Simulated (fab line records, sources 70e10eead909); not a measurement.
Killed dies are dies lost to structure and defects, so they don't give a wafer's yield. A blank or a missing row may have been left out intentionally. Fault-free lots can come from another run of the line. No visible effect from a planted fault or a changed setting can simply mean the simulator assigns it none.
Matching of chambers ; flow nand harc ; NHARC_A_STAIRCASE_ETCH_292 on rie diel-07: 4 sister chambers
The step etches the open film in CF4/CHF3. 4 wafers are shown with their chamber, then 9 later ones without.

WAFERS, EACH WITH ITS CHAMBER
wafer;chamber;drypump motor current A (A)
L084.3;3;5.7
L087.5;2;6.3
L092.4;1;5.8
L092.6;0;5.3

WAFERS WITH NO CHAMBER GIVEN
wafer;drypump motor current A (A)
L094.2;5.8
L094.5;5.9
L094.6;6.3
L095.1;6.3
L095.3;5.7
L095.6;6.3
L097.3;6.3
L097.4;5.9
L097.6;5.3

WHICH CHAMBER EACH WENT THROUGH
wafer;from the rows above;in truth
L094.2;1;1
L094.5;1;1
L094.6;2;2
L095.1;2;2
L095.3;3;3
L095.6;2;2
L097.3;2;2
L097.4;1;1
L097.6;0;0
Correctly placed: 9 of 9. Number that these rows cannot place: 0. Number placed wrongly: 0.
How it was worked out, from the rows above alone: a wafer's distance from a chamber is the root of the sum, over the readings, of the square of ((its reading less the chamber's mean) divided by the reading's scatter). The wafer belongs to the nearest chamber; if the next one is less than 2 further off, it can't be placed. The mean given for a chamber averages the wafers shown for that chamber. The scatter (one wafer shown for each chamber): square how far every hidden wafer sits from the nearest shown wafer, average those squares and take the square root.
